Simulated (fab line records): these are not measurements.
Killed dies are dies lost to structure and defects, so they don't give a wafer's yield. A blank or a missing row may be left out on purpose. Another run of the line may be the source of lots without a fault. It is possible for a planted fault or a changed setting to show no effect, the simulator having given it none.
fab line records -- flow n5_finfet
record: lots: 8, wafers: 24, last_day: 18
route steps=1938 shown HKMG_FIN@451 GATE_CUT@466 BEOL_M4@1111
lots with no fault: from the same line, run without faults
start_h: hours from the record's first day to the start of the lot's first wafer shown -- wait_h: hours from the lot's prior step to this one -- " identical to the entry in the row above -- L1.1+2: several wafers, shown together as one row -- - either no value or no given start -- * or withheld: withheld -- < > ~ a bound
route shown NAME@n: names a module that has steps shown in the file, with the first one's number in the route -- usual: mean/standard deviation of fault-free wafers -- same: alike in all rows -- chamber/n: place in a boat -- sites: per-site readings -- _std_site: their standard deviation -- _edge_site: outer sites' mean less inner sites' -- radius_mm: for every site, how far away it sits from the centre of the wafer -- mask NAME#n: copy n -- behind: the most recent tool/chamber to have shaped the wafer -- hold: why the lot went on hold/how many hours it stayed there/how the hold came to an end -- device: names the non-switching transistor (n, p or np) -- end of line: the tests these same wafers got at the end of their route -- a step with no rows: only its recipe -- killed: dies lost to structure and defects at the first sort, not the wafer's yield -- map: dies across one wafer; x = killed, . = not, _ = none there
set.NAME: setting as actually run; set.NAME@STEP: the setting as run at that earlier step -- model.NAME: the simulator's own value behind a step, which no gauge read
a sample of lots followed through the steps of the route, with each step as a table and each wafer as a row
services: from which hour (start_h, from the record's first day; less than 0 if before it) a tool's chamber was out of use, for how many hours, and why
== steps ==
step: N5_HKMG_FIN_ETCH_67
recipe: chemistry: N2/H2, target: SOC, target_depth_a: 3889, stop_on: TiN, ion_energy_ev: 100, bias_w: 61, pressure_mtorr: 30, source_w: 850, n2_flow_sccm: 200, h2_flow_sccm: 200
usual: drypump_motor_current_A: 5.6/0.41, oes_product_au: 0.79/0.087, rf_fwd_power_W: 844/3.4, rf_vpp_V: 241.0/1.4, showerhead_plenum_p_Torr: 2.57/0.086, throttle_valve_pct: 17.73/0.23
lot.wafer,tool,chamber,start_h,wait_h,drypump_motor_current_A,oes_product_au,rf_fwd_power_W,rf_hours_counter_h,rf_vpp_V,showerhead_plenum_p_Torr,throttle_valve_pct
L978.3,rie_diel-02,3,89.28,-,5.5,0.92,842,15,239.6,2.50,17.78
L978.4,rie_diel-02,0,89.28,-,5.4,0.82,842,78,241.4,2.58,17.52
L978.5,rie_diel-02,0,89.28,-,5.4,0.82,839,-,240.4,2.58,17.51
L984.2,rie_diel-05,0,122.88,-,5.6,0.89,844,26,241.6,2.72,17.74
L984.4,rie_diel-05,3,122.88,-,5.7,0.72,848,182,240.0,2.51,17.52
L984.5,rie_diel-05,1,122.88,-,5.4,0.68,846,-,240.7,2.52,18.17
L985.4,rie_diel-05,0,130.71,-,5.6,0.88,841,-,243.3,2.72,17.75
L985.5,rie_diel-05,3,130.71,-,5.7,0.72,844,-,241.0,2.51,17.51
L985.6,rie_diel-05,1,130.71,-,5.4,0.68,844,-,239.2,2.51,18.16
L987.3,rie_diel-02,1,142.53,-,5.4,0.66,843,252,240.2,2.62,18.24
L987.5,rie_diel-02,0,142.53,-,5.4,0.79,847,-,241.2,2.57,17.54
L987.6,rie_diel-02,1,142.53,-,5.4,0.67,845,-,241.7,2.62,18.23
L988.1,rie_diel-04,0,148.67,-,5.9,0.76,840,160,241.0,2.55,17.68
L988.3,rie_diel-04,3,148.67,-,5.0,0.92,850,24,242.2,2.71,17.59
L988.5,rie_diel-04,3,148.67,-,5.0,0.92,847,-,241.6,2.71,17.59
L991.1,rie_diel-05,3,159.64,-,5.7,0.71,848,198,242.3,2.50,17.58
L991.4,rie_diel-05,3,159.64,-,5.7,0.71,848,-,240.8,2.50,17.53
L991.5,rie_diel-05,2,159.64,-,5.8,0.70,847,-,242.2,2.63,17.34
L990.1,rie_diel-02,3,162.42,-,5.5,0.88,847,36,239.4,2.49,17.82
L990.3,rie_diel-02,0,162.42,-,5.4,0.79,846,110,241.5,2.56,17.58
L990.4,rie_diel-02,2,162.42,-,6.6,0.75,839,-,239.5,2.43,17.70
L100.1,rie_diel-02,3,217.56,-,5.5,0.85,840,55,239.9,2.48,17.85
L100.4,rie_diel-02,2,217.56,-,6.6,0.74,843,167,239.5,2.42,17.73
L100.5,rie_diel-02,2,217.56,-,6.5,0.74,839,-,239.6,2.42,17.73
step: N5_HKMG_FIN_STRIP_90
recipe: chemistry: N2/H2, material: SOC, time_s: 20, power_w: 500, temp_c: 40, pressure_mtorr: 50, rf_frequency_hz: 6e+07, bias_power_w: 8, h2_frac: 0.5, n2_flow_sccm: 300, h2_flow_sccm: 300
usual: drypump_motor_current_A: 5.6/0.41, oes_product_au: 0.80/0.091, rf_vpp_V: 54.3/0.82, showerhead_plenum_p_Torr: 3.40/0.11, throttle_valve_pct: 19.0/0.35
lot.wafer,tool,chamber,start_h,wait_h,drypump_motor_current_A,oes_product_au,rf_hours_counter_h,rf_vpp_V,showerhead_plenum_p_Torr,throttle_valve_pct
L978.3,rie_diel-02,3,89.34,0.0,5.5,0.95,15,53.8,3.30,19.0
L978.4,rie_diel-02,0,89.34,0.0,5.4,0.83,78,54.1,3.40,18.6
L978.5,rie_diel-02,0,89.34,0.0,5.4,0.83,-,55.6,3.40,18.6
L984.2,rie_diel-05,0,122.94,0.0,5.6,0.89,27,56.1,3.58,19.1
L984.4,rie_diel-05,3,122.94,0.0,5.7,0.72,182,54.2,3.32,18.5
L984.5,rie_diel-05,1,122.94,0.0,5.4,0.69,-,54.8,3.32,19.4
L985.4,rie_diel-05,0,130.78,0.0,5.6,0.89,-,53.3,3.58,19.1
L985.5,rie_diel-05,3,130.78,0.0,5.7,0.71,-,54.7,3.32,18.5
L985.6,rie_diel-05,1,130.78,0.0,5.4,0.68,-,53.2,3.32,19.4
L987.3,rie_diel-02,1,142.59,0.0,5.4,0.65,253,56.1,3.45,19.4
L987.5,rie_diel-02,0,142.59,0.0,5.4,0.80,-,54.0,3.39,18.7
L987.6,rie_diel-02,1,142.59,0.0,5.4,0.65,-,54.5,3.45,19.4
L988.1,rie_diel-04,0,148.73,0.0,5.9,0.76,161,54.5,3.36,18.7
L988.3,rie_diel-04,3,148.73,0.0,5.0,0.94,25,53.3,3.57,19.1
L988.5,rie_diel-04,3,148.73,0.0,5.0,0.94,-,54.7,3.57,19.1
L991.1,rie_diel-05,3,159.70,0.0,5.7,0.71,198,52.7,3.31,18.5
L991.4,rie_diel-05,3,159.70,0.0,5.7,0.70,-,53.5,3.31,18.5
L991.5,rie_diel-05,2,159.70,0.0,5.8,0.71,-,55.4,3.47,18.3
L990.1,rie_diel-02,3,162.48,0.0,5.5,0.89,37,53.3,3.29,19.1
L990.3,rie_diel-02,0,162.48,0.0,5.4,0.78,110,54.2,3.38,18.7
L990.4,rie_diel-02,2,162.48,0.0,6.6,0.75,-,55.2,3.21,19.0
L100.1,rie_diel-02,3,217.62,0.0,5.5,0.87,55,53.3,3.28,19.1
L100.4,rie_diel-02,2,217.62,0.0,6.6,0.73,168,54.5,3.21,19.1
L100.5,rie_diel-02,2,217.62,0.0,6.6,0.74,-,55.1,3.21,19.1
step: N5_GATE_CUT_ETCH_56
recipe: chemistry: Cl2/Ar, target: TiN, target_depth_a: 216, pressure_mtorr: 10, icp_w: 600, bias_w: 60, Cl2_flow_sccm: 40, Ar_flow_sccm: 60
usual: drypump_motor_current_A: 5.5/0.64, oes_product_au: 0.85/0.067, rf_fwd_power_W: 596.1/2.3, throttle_valve_pct: 20.66/0.18
lot.wafer,tool,chamber,start_h,wait_h,drypump_motor_current_A,oes_product_au,rf_fwd_power_W,rf_hours_counter_h,throttle_valve_pct
L978.3,rie_metal-03,0,91.45,0.1,4.7,0.98,598.3,-,20.52
L978.4,rie_metal-03,1,91.45,0.1,6.2,0.85,596.6,-,20.65
L978.5,rie_metal-03,1,91.45,0.1,6.2,0.86,595.2,-,20.65
L984.2,rie_metal-03,1,125.02,0.1,6.2,0.84,596.0,19,20.67
L984.4,rie_metal-03,1,125.02,0.1,6.2,0.85,597.0,-,20.65
L984.5,rie_metal-03,0,125.02,0.1,4.7,0.96,596.6,-,20.52
L985.4,rie_metal-03,1,133.13,0.1,6.2,0.84,598.4,-,20.65
L985.5,rie_metal-03,0,133.13,0.1,4.7,0.95,596.6,-,20.52
L985.6,rie_metal-03,1,133.13,0.1,6.2,0.83,596.7,-,20.65
L987.3,rie_metal-01,0,144.76,0.1,6.2,0.82,593.3,-,20.54
L987.5,rie_metal-01,1,144.76,0.1,5.0,0.74,592.9,-,21.03
L987.6,rie_metal-01,0,144.76,0.1,6.1,0.83,593.9,-,20.51
L988.1,rie_metal-03,0,151.33,0.1,4.7,0.93,593.0,9,20.53
L988.3,rie_metal-03,0,151.33,0.1,4.7,0.95,598.0,-,20.52
L988.5,rie_metal-03,1,151.33,0.1,6.2,0.83,598.3,-,20.66
L991.1,rie_metal-02,0,161.78,0.1,6.0,0.79,595.6,41,20.52
L991.4,rie_metal-02,1,161.78,0.1,5.3,0.90,596.6,-,20.80
L991.5,rie_metal-02,0,161.78,0.1,6.0,0.78,596.2,-,20.52
L990.1,rie_metal-02,0,164.76,0.1,6.1,0.78,595.5,41,20.52
L990.3,rie_metal-02,0,164.76,0.1,6.1,0.79,594.4,-,20.52
L990.4,rie_metal-02,1,164.76,0.1,5.2,0.91,598.1,-,20.79
L100.1,rie_metal-01,1,219.70,0.1,5.0,0.73,595.9,61,21.06
L100.4,rie_metal-01,0,219.70,0.1,6.1,0.81,595.5,-,20.52
L100.5,rie_metal-01,1,219.70,0.1,5.0,0.73,597.5,-,21.05
step: N5_GATE_CUT_ETCH_58
recipe: chemistry: CH3F/O2, target: SiNx, target_depth_a: 170, time_s: 128.6, ion_energy_ev: 50, pressure_mtorr: 30, source_w: 415, bias_w: 21, Ar_flow_sccm: 150, CH3F_flow_sccm: 30, O2_flow_sccm: 20
usual: CH3F_flow_sccm: 30.00/0.086, drypump_motor_current_A: 5.8/0.46, oes_product_au: 0.80/0.096, rf_fwd_power_W: 413.7/1.4, rf_vpp_V: 98.9/0.92, showerhead_plenum_p_Torr: 1.97/0.04, throttle_valve_pct: 16.39/0.26
lot.wafer,tool,chamber,start_h,wait_h,CH3F_flow_sccm,drypump_motor_current_A,oes_product_au,rf_fwd_power_W,rf_hours_counter_h,rf_vpp_V,showerhead_plenum_p_Torr,throttle_valve_pct
L978.3,rie_diel-01,0,91.61,0.0,29.94,6.1,0.69,410.7,247,100.0,1.96,16.61
L978.4,rie_diel-01,2,91.61,0.0,30.03,6.0,0.68,414.4,232,98.2,1.98,16.66
L978.5,rie_diel-01,3,91.61,0.0,29.96,6.6,0.77,415.6,-,99.2,2.01,16.26
L984.2,rie_diel-03,1,125.25,0.1,29.98,5.7,0.70,414.8,216,99.2,1.96,16.78
L984.4,rie_diel-03,0,125.25,0.1,29.98,6.0,0.95,411.5,12,100.7,2.03,16.18
L984.5,rie_diel-03,1,125.25,0.1,30.15,5.7,0.69,414.1,-,99.8,1.96,16.76
L985.4,rie_diel-03,1,133.27,0.0,29.86,5.7,0.70,413.2,218,97.5,1.96,16.77
L985.5,rie_diel-03,3,133.27,0.0,29.87,5.0,0.73,415.6,-,99.4,1.90,16.42
L985.6,rie_diel-03,2,133.27,0.0,29.92,5.6,0.73,415.4,-,98.8,2.00,16.76
L987.3,rie_diel-01,0,144.90,0.0,29.96,6.1,0.96,414.9,4,96.3,1.96,16.13
L987.5,rie_diel-01,0,144.90,0.0,30.01,6.1,0.96,414.0,-,97.5,1.96,16.12
L987.6,rie_diel-01,1,144.90,0.0,30.07,5.9,0.89,411.4,-,99.3,1.95,16.07
L988.1,rie_diel-01,3,151.50,0.0,29.92,6.7,0.76,416.1,148,97.5,2.00,16.29
L988.3,rie_diel-01,0,151.50,0.0,30.08,6.1,0.95,414.2,7,97.7,1.96,16.13
L988.5,rie_diel-01,3,151.50,0.0,29.95,6.7,0.74,416.1,-,98.9,2.00,16.29
L991.1,rie_diel-01,0,161.95,0.0,29.98,6.1,0.94,412.7,11,99.2,1.96,16.12
L991.4,rie_diel-01,1,161.95,0.0,29.99,5.8,0.88,412.6,-,99.2,1.95,16.09
L991.5,rie_diel-01,0,161.95,0.0,29.93,6.1,0.93,414.0,-,98.9,1.96,16.12
L990.1,rie_diel-06,3,164.94,0.0,30.01,5.0,0.75,414.1,168,97.9,1.91,16.42
L990.3,rie_diel-06,0,164.94,0.0,30.01,6.2,0.88,412.4,44,98.5,1.96,16.05
L990.4,rie_diel-06,1,164.94,0.0,30.00,5.3,0.72,412.0,203,97.8,1.92,16.27
L100.1,rie_diel-01,1,219.87,0.0,30.19,5.8,0.86,413.2,77,98.6,1.94,16.14
L100.4,rie_diel-01,2,219.87,0.0,29.92,6.1,0.96,512.0,21,91.8,1.96,16.29
L100.5,rie_diel-01,2,219.87,0.0,29.83,6.1,0.96,509.7,-,90.8,1.96,16.27
step: N5_BEOL_M4_RC_MEAS_101
usual: DIBL_N: 35.8/1.8, DIBL_P: 35.9/2.2, IOFF_N: 0.16/0.035, IOFF_P: 0.21/0.04, ION_N: 672/11, ION_P: 461/7.4, SS_N: 71.4/0.64, SS_P: 73.2/0.67, VT_N: 250/3.5, VT_P: -251/3.4
lot.wafer,tool,chamber,start_h,wait_h,DIBL_N[mV/V],DIBL_P[mV/V],IOFF_N[nA/um],IOFF_P[nA/um],ION_N[uA/um],ION_P[uA/um],SS_N[mV/dec],SS_P[mV/dec],VT_N[mV],VT_P[mV]
L978.3,prober-01,0,183.41,0.3,34.9,36.2,0.17,0.23,675,468,71.4,74.0,247,-246
L978.4,prober-01,0,183.41,0.3,32.9,34.3,0.14,0.20,669,463,71.4,72.7,250,-250
L978.5,prober-01,0,183.41,0.3,34.9,36.9,0.17,0.25,677,476,71.0,72.8,245,-246
L984.2,prober-01,0,209.22,0.2,36.0,35.7,0.15,0.20,665,462,71.5,72.8,254,-250
L984.4,prober-01,0,209.22,0.2,39.2,39.2,0.21,0.27,683,468,72.0,74.2,251,-248
L984.5,prober-01,0,209.22,0.2,38.9,39.0,0.20,0.25,676,470,72.2,73.1,248,-250
L985.4,prober-02,0,214.06,0.5,36.3,36.0,0.15,0.18,663,455,71.7,73.6,251,-253
L985.5,prober-02,0,214.06,0.5,38.0,39.9,0.19,0.26,677,462,71.8,74.1,249,-249
L985.6,prober-02,0,214.06,0.5,36.0,36.2,0.15,0.19,667,458,71.1,73.6,249,-251
L987.3,prober-01,0,222.42,0.3,38.0,37.8,0.20,0.24,686,463,71.9,74.3,244,-250
L987.5,prober-01,0,222.42,0.3,38.2,37.2,0.20,0.23,677,461,72.3,73.8,248,-251
L987.6,prober-01,0,222.42,0.3,36.5,35.5,0.17,0.20,687,469,71.7,74.4,249,-252
L988.1,prober-02,0,238.77,0.0,35.6,35.6,0.14,0.18,674,455,71.6,73.2,249,-251
L988.3,prober-02,0,238.77,0.0,38.5,39.2,0.19,0.24,682,459,72.2,73.4,249,-249
L988.5,prober-02,0,238.77,0.0,37.0,37.5,0.18,0.21,685,465,72.7,73.6,249,-250
L990.1,prober-02,0,256.39,0.0,35.2,34.5,0.14,0.18,667,459,70.5,72.1,252,-250
L990.3,prober-02,0,256.39,0.0,37.3,37.3,0.16,0.22,684,467,71.4,72.6,250,-250
L990.4,prober-02,0,256.39,0.0,37.5,38.5,0.18,0.25,682,465,71.2,73.1,246,-249
L991.1,prober-02,0,259.85,0.0,34.3,34.6,0.13,0.21,658,462,71.3,73.0,253,-249
L991.4,prober-02,0,259.85,0.0,37.1,38.2,0.19,0.28,664,464,71.2,73.7,247,-246
L991.5,prober-02,0,259.85,0.0,35.0,35.8,0.15,0.23,669,470,70.5,72.3,249,-246
L100.1,prober-02,0,311.74,0.0,34.4,33.0,0.11,0.17,659,459,70.6,72.5,255,-251
L100.4,prober-02,0,311.74,0.0,35.2,34.1,0.12,0.18,658,459,71.7,72.9,255,-253
L100.5,prober-02,0,311.74,0.0,32.4,30.8,0.09,0.14,653,453,70.3,71.6,257,-255
== services ==
tool,chamber,start_h,hours,kind
rie_diel-06,1,71.21,24.2,repair
rie_metal-02,-,77.89,10.0,pm
rie_diel-04,-,86.97,0.2,repair
rie_diel-05,1,89.57,3.7,repair
rie_diel-03,1,103.40,9.8,repair
rie_diel-04,3,103.87,1.6,repair
rie_metal-02,-,104.00,1.4,pm
rie_diel-02,2,123.38,3.3,repair
rie_diel-02,3,124.20,18.9,repair
rie_diel-05,2,127.78,5.4,repair
rie_diel-04,0,133.20,5.6,repair
rie_diel-02,1,143.12,-,clean
rie_diel-02,1,143.12,-,consumable_replace:focus_ring
rie_diel-02,1,143.12,20.1,scheduled_down
rie_diel-02,1,143.12,20.1,vent_cycle
rie_diel-05,1,153.82,-,clean
rie_diel-05,1,153.82,-,consumable_replace:focus_ring
rie_diel-05,1,153.82,20.4,scheduled_down
rie_diel-01,3,161.64,11.6,repair
rie_diel-03,3,167.69,6.6,repair
rie_diel-06,-,193.26,2.8,pm
rie_diel-05,3,207.52,3.0,repair
rie_metal-02,1,207.66,7.3,repair
rie_diel-06,1,217.57,10.0,repair
== key ==
first_sign: step: N5_GATE_CUT_ETCH_58, reading: rf_fwd_power_W, direction: up, sigmas: 72, usual: *, struck: *
effect: step: N5_GATE_CUT_ETCH_58, reading: rf_vpp_V, direction: down, sigmas: 8.2, usual: 98.9, struck: 91.3
met_at N5_GATE_CUT_ETCH_58
struck_lots L100
struck_wafers L100.4,L100.5
not_acting_at N5_HKMG_FIN_ETCH_67,N5_HKMG_FIN_STRIP_90,N5_GATE_CUT_ETCH_56
onset_between 91.61 219.87
fault: kind: process_parameter_drift, tool: rie_diel-01, chamber: 2, onset_h: 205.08, steps: N5_GATE_CUT_ETCH_58, channel: source_w, offset: 99.6, shape: step, end_h: 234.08, acts_in: these_recipes_only, stated: 415
